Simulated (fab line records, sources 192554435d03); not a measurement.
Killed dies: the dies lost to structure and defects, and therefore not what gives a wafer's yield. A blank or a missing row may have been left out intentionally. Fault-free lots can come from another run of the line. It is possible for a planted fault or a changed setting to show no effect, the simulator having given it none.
What tool caused it?	flow n5-finfet	Sampling: 24 lots, 72 wafers, 6 of 1938 route steps

== WHAT EACH GAUGE READ, for each wafer ==
N5_BEOL_M0_INSPECT_127: inspects for defects (darkfield).
lot	measured	on	raw-defect-count
L074	day 5 21:55	defect-inspect-01	37 38 43
L075	day 6 04:56	defect-inspect-01	37 47 47
L076	day 6 13:33	defect-inspect-02	162 60 51
L077	day 6 17:26	defect-inspect-01	53 39 43
L078	day 6 23:25	defect-inspect-01	55 33 41
L079	day 7 03:49	defect-inspect-02	52 61 59
L080	day 7 09:54	defect-inspect-02	73 84 83
L081	day 7 22:12	defect-inspect-02	106 85 86
L082	day 7 21:53	defect-inspect-01	65 78 67
L083	day 8 05:23	defect-inspect-01	83 101 89
L084	day 8 12:44	defect-inspect-01	66 51 73
L086	day 9 02:32	defect-inspect-02	89 132 120
L085	day 9 02:47	defect-inspect-01	73 92 54
L087	day 9 09:55	defect-inspect-01	43 59 71
L088	day 9 11:41	defect-inspect-01	45 48 37
L089	day 9 18:47	defect-inspect-01	29 50 40
L090	day 10 00:45	defect-inspect-02	70 75 84
L091	day 10 00:29	defect-inspect-01	70 40 95
L092	day 10 12:19	defect-inspect-01	60 45 60
L093	day 10 15:47	defect-inspect-02	74 67 94
L094	day 10 20:47	defect-inspect-01	78 58 74
L095	day 11 06:14	defect-inspect-02	75 56 107
L097	day 11 16:56	defect-inspect-02	110 49 91
L096	day 11 22:18	defect-inspect-02	74 66 114

N5_BEOL_M1_INSPECT_13: inspects for defects (brightfield).
lot	measured	on	raw-defect-count
L074	day 6 01:14	defect-inspect-01	388 402 384
L075	day 6 07:17	defect-inspect-02	476 373 308
L076	day 6 15:46	defect-inspect-01	428 261 270
L077	day 6 19:10	defect-inspect-02	367 330 323
L078	day 7 00:58	defect-inspect-02	366 290 351
L079	day 7 04:32	defect-inspect-01	581 430 431
L080	day 7 13:23	defect-inspect-02	341 318 377
L081	day 8 00:40	defect-inspect-01	558 450 567
L082	day 7 22:47	defect-inspect-02	648 608 487
L083	day 8 09:18	defect-inspect-02	480 643 625
L084	day 8 13:52	defect-inspect-01	385 332 326
L086	day 9 07:17	defect-inspect-02	542 495 464
L085	day 9 07:27	defect-inspect-01	321 485 400
L087	day 9 10:43	defect-inspect-01	401 404 467
L088	day 9 13:07	defect-inspect-02	380 264 331
L089	day 9 21:50	defect-inspect-02	336 297 314
L090	day 10 03:01	defect-inspect-02	480 368 464
L091	day 10 02:59	defect-inspect-01	296 317 502
L092	day 10 14:42	defect-inspect-02	516 331 264
L093	day 10 18:18	defect-inspect-02	477 370 448
L094	day 10 21:43	defect-inspect-01	484 347 381
L095	day 11 08:34	defect-inspect-01	260 262 388
L097	day 11 19:16	defect-inspect-01	423 380 453
L096	day 12 02:54	defect-inspect-02	559 468 471

== EACH LOT AND THE TOOL THAT RAN IT (in order: tool; ch and the chambers of the sampled wafers; start) ==
lot	N5_MOL_CONTACT_COAG_STRIP_72	N5_BEOL_M0_SAQP_ALD_48	N5_BEOL_M0_ANNEAL_117	N5_BEOL_M0_CO_CAP_123
L074	rie-diel-06 ch 1,2,3, day 5 05:14	ald-sin-02 ch 1,2, day 5 15:19	pvd-sputter-02, day 5 19:53	cvd-co-02 ch 0,1,2, day 5 21:41
L075	rie-diel-02 ch 0,2,3, day 5 11:28	ald-sin-02 ch 0,2,3, day 5 21:27	pvd-sputter-03, day 6 03:31	cvd-co-01 ch 0,2, day 6 04:43
L076	rie-diel-06 ch 1,3, day 5 18:29	ald-sin-04 ch 0,1,3, day 6 06:04	pvd-sputter-01, day 6 12:07	cvd-co-01 ch 0,2, day 6 13:18
L077	rie-diel-02 ch 0,3, day 6 00:34	ald-sin-02 ch 0,2, day 6 11:43	pvd-sputter-01, day 6 15:53	cvd-co-01 ch 0,1,2, day 6 17:13
L078	rie-diel-06 ch 0,1,3, day 6 07:02	ald-sin-03 ch 1,2, day 6 17:25	pvd-sputter-02, day 6 22:02	cvd-co-01 ch 0,1, day 6 23:11
L079	rie-diel-06 ch 0,1,3, day 6 09:50	ald-sin-02 ch 1,2,3, day 6 20:53	pvd-sputter-01, day 7 02:26	cvd-co-02 ch 0,1,2, day 7 03:35
L080	rie-diel-01 ch 0,1, day 6 16:38	ald-sin-02 ch 1,2,3, day 7 03:38	pvd-sputter-03, day 7 08:26	cvd-co-01 ch 1,2, day 7 09:41
L081	rie-diel-01 ch 0,1,2, day 7 01:10	ald-sin-02 ch 0,2, day 7 11:48	pvd-sputter-01, day 7 20:36	cvd-co-01 ch 0,1, day 7 21:59
L082	rie-diel-06 ch 0,1,3, day 7 03:40	ald-sin-02 ch 0,2,3, day 7 14:08	pvd-sputter-01, day 7 20:05	cvd-co-01 ch 1,2, day 7 21:41
L083	rie-diel-06 ch 0,1, day 7 10:22	ald-sin-02 ch 1,2,3, day 7 23:16	pvd-sputter-02, day 8 03:57	cvd-co-02 ch 0,2, day 8 05:11
L084	rie-diel-01 ch 2,3, day 7 19:09	ald-sin-03 ch 0,1,2, day 8 06:07	pvd-sputter-01, day 8 11:21	cvd-co-02 ch 1,2, day 8 12:30
L086	rie-diel-06 ch 0,2, day 8 04:04	ald-sin-03 ch 0,2,3, day 8 18:04	pvd-sputter-03, day 9 00:41	cvd-co-02 ch 0,1,2, day 9 02:18
L085	rie-diel-01 ch 2,3, day 8 07:00	ald-sin-03 ch 1,2,3, day 8 21:25	pvd-sputter-03, day 9 01:13	cvd-co-01 ch 0,2, day 9 02:34
L087	rie-diel-01 ch 1,2, day 8 10:57	ald-sin-03 ch 2,3, day 9 00:49	pvd-sputter-02, day 9 08:20	cvd-co-02 ch 0,1,2, day 9 09:43
L088	rie-diel-01 ch 0,1,3, day 8 21:44	ald-sin-02 ch 0,1, day 9 07:27	pvd-sputter-02, day 9 10:20	cvd-co-02 ch 0,1, day 9 11:29
L089	rie-diel-06 ch 0,3, day 9 00:47	ald-sin-02 ch 0,1,3, day 9 13:24	pvd-sputter-01, day 9 17:25	cvd-co-02 ch 0,2, day 9 18:35
L090	rie-diel-06 ch 1,2,3, day 9 05:04	ald-sin-04 ch 0,1,3, day 9 15:37	pvd-sputter-01, day 9 23:05	cvd-co-02 ch 0,2, day 10 00:31
L091	rie-diel-02 ch 1,2,3, day 9 08:05	ald-sin-02 ch 0,2,3, day 9 18:14	pvd-sputter-03, day 9 22:44	cvd-co-01 ch 0,2, day 10 00:16
L092	rie-diel-02 ch 0,2, day 9 15:26	ald-sin-03 ch 0,1,2, day 10 02:49	pvd-sputter-01, day 10 10:23	cvd-co-01 ch 0,2, day 10 12:05
L093	rie-diel-01 ch 0,1, day 9 21:08	ald-sin-03 ch 0,1, day 10 09:01	pvd-sputter-03, day 10 14:19	cvd-co-02 ch 0,1,2, day 10 15:34
L094	rie-diel-01 ch 0,2,3, day 10 03:32	ald-sin-03 ch 1,2,3, day 10 13:18	pvd-sputter-02, day 10 19:26	cvd-co-01 ch 1,2, day 10 20:35
L095	rie-diel-06 ch 0,1,3, day 10 12:11	ald-sin-02 ch 1,3, day 10 23:59	pvd-sputter-02, day 11 04:37	cvd-co-01 ch 0,2, day 11 06:01
L097	rie-diel-01 ch 0,3, day 11 00:10	ald-sin-03 ch 0,1, day 11 11:11	pvd-sputter-01, day 11 15:29	cvd-co-02 ch 0,2, day 11 16:40
L096	rie-diel-02 ch 0,3, day 11 00:34	ald-sin-04 ch 2,3, day 11 15:43	pvd-sputter-02, day 11 20:40	cvd-co-01 ch 0,1, day 11 22:05
- N5_MOL_CONTACT_COAG_STRIP_72: strips in N2/H2.
- N5_BEOL_M0_SAQP_ALD_48: deposits SiO2, target thk 20 nm, pulse time 1 s, co reactant pulse time 1 s.
- N5_BEOL_M0_ANNEAL_117: time 60 s.
- N5_BEOL_M0_CO_CAP_123: material Co, precursor CCTBA/H2, target thk 2 nm, time 102.1 s.

== WHAT THE TOOLS THEMSELVES READ (means of the sampled wafers that have a number; where no wafer has one, the mark that the record gives instead) ==
N5_MOL_CONTACT_COAG_STRIP_72.
lot	tool	drypump-motor-current-A (A)	oes-product-au (a.u.)	rf-vpp-V (V)	showerhead-plenum-p-Torr (Torr)	temp-c (C)	throttle-valve-pct (%)
L074	rie-diel-06	5.8	0.71	58.6	2.48	40.11	23.64
L075	rie-diel-02	5.6	0.82	59.1	2.59	39.98	23.44
L076	rie-diel-06	6.0	0.72	59.4	2.46	39.92	23.75
L077	rie-diel-02	5.7	0.73	59.7	2.64	40.11	23.44
L078	rie-diel-06	5.7	0.76	59.7	2.55	40.03	23.61
L079	rie-diel-06	5.7	0.76	57.8	2.55	39.99	23.61
L080	rie-diel-01	5.3	0.67	56.9	2.50	39.91	23.94
L081	rie-diel-01	5.5	0.75	57.4	2.49	40.00	23.73
L082	rie-diel-06	5.7	0.76	60.4	2.55	40.07	23.62
L083	rie-diel-06	5.4	0.82	58.9	2.64	39.97	23.51
L084	rie-diel-01	6.2	0.95	59.1	2.49	40.05	23.32
L086	rie-diel-06	5.6	0.91	59.4	2.55	40.10	23.49
L085	rie-diel-01	5.9	0.90	57.0	2.48	40.09	23.28
L087	rie-diel-01	5.7	0.81	60.6	2.48	40.05	23.49
L088	rie-diel-01	5.7	0.88	62.1	2.49	40.07	23.64
L089	rie-diel-06	5.6	0.78	60.7	2.60	40.05	23.76
L090	rie-diel-06	5.8	0.78	60.4	2.47	40.01	23.55
L091	rie-diel-02	5.6	0.82	57.5	2.54	39.98	23.47
L092	rie-diel-02	5.8	0.76	57.7	2.57	39.95	23.50
L093	rie-diel-01	5.4	0.76	59.8	2.49	40.03	23.83
L094	rie-diel-01	5.8	0.92	60.8	2.48	39.98	23.42
L095	rie-diel-06	5.7	0.73	58.0	2.54	39.86	23.68
L097	rie-diel-01	6.0	0.91	60.2	2.48	40.01	23.43
L096	rie-diel-02	5.4	0.72	58.6	2.63	39.95	23.44

N5_BEOL_M0_SAQP_ALD_48.
lot	tool	heater-power-w (W)	precursor-pulse-height-rel
L074	ald-sin-02	74	0.997
L075	ald-sin-02	75	1.001
L076	ald-sin-04	73	0.990
L077	ald-sin-02	76	1.003
L078	ald-sin-03	69	0.989
L079	ald-sin-02	74	1.018
L080	ald-sin-02	74	0.992
L081	ald-sin-02	77	1.001
L082	ald-sin-02	76	1.021
L083	ald-sin-02	74	1.008
L084	ald-sin-03	73	0.990
L086	ald-sin-03	77	0.993
L085	ald-sin-03	75	1.007
L087	ald-sin-03	71	1.016
L088	ald-sin-02	67	0.996
L089	ald-sin-02	70	0.999
L090	ald-sin-04	73	1.006
L091	ald-sin-02	76	1.005
L092	ald-sin-03	74	0.991
L093	ald-sin-03	77	1.001
L094	ald-sin-03	75	0.999
L095	ald-sin-02	76	1.003
L097	ald-sin-03	80	1.011
L096	ald-sin-04	83	1.002

N5_BEOL_M0_ANNEAL_117.
lot	tool	heater-power-w (W)
L074	pvd-sputter-02	894
L075	pvd-sputter-03	759
L076	pvd-sputter-01	753
L077	pvd-sputter-01	740
L078	pvd-sputter-02	863
L079	pvd-sputter-01	811
L080	pvd-sputter-03	879
L081	pvd-sputter-01	783
L082	pvd-sputter-01	808
L083	pvd-sputter-02	849
L084	pvd-sputter-01	808
L086	pvd-sputter-03	943
L085	pvd-sputter-03	930
L087	pvd-sputter-02	890
L088	pvd-sputter-02	835
L089	pvd-sputter-01	830
L090	pvd-sputter-01	834
L091	pvd-sputter-03	859
L092	pvd-sputter-01	800
L093	pvd-sputter-03	962
L094	pvd-sputter-02	828
L095	pvd-sputter-02	868
L097	pvd-sputter-01	732
L096	pvd-sputter-02	870

N5_BEOL_M0_CO_CAP_123.
lot	tool	heater-power-w (W)
L074	cvd-co-02	235
L075	cvd-co-01	228
L076	cvd-co-01	224
L077	cvd-co-01	232
L078	cvd-co-01	226
L079	cvd-co-02	231
L080	cvd-co-01	232
L081	cvd-co-01	229
L082	cvd-co-01	229
L083	cvd-co-02	229
L084	cvd-co-02	239
L086	cvd-co-02	231
L085	cvd-co-01	231
L087	cvd-co-02	228
L088	cvd-co-02	235
L089	cvd-co-02	225
L090	cvd-co-02	231
L091	cvd-co-01	227
L092	cvd-co-01	229
L093	cvd-co-02	233
L094	cvd-co-01	234
L095	cvd-co-01	232
L097	cvd-co-02	229
L096	cvd-co-01	226

== THE ANSWER, worked out from the rows above alone ==
Rule: usual is defined by the lots themselves. Put in order of their means at a reading, lots are off if they are a third of the lots or fewer, leave a main group of 4 or more, and stand apart from it by a gap of 3 or more times the standard deviation of the main group's means; of several such gaps the widest counts. If all means in a main group match to the digits the tables above print for the reading, that group is not used. A lot without any number at a reading at which 4 lots or more have one is off too. Where the step has rows for the other lots, those lots are counted as sound. First the gauges in route order, then the tools' own readings, where a lot's mean is used as printed above. The first step at which some lot is off is used, and at that step the reading that is off furthest; a lot without a number counts as furthest.
None of the lots is off at any reading shown; this tells nothing.

== WHAT THE SIMULATOR HAD PUT IN ==
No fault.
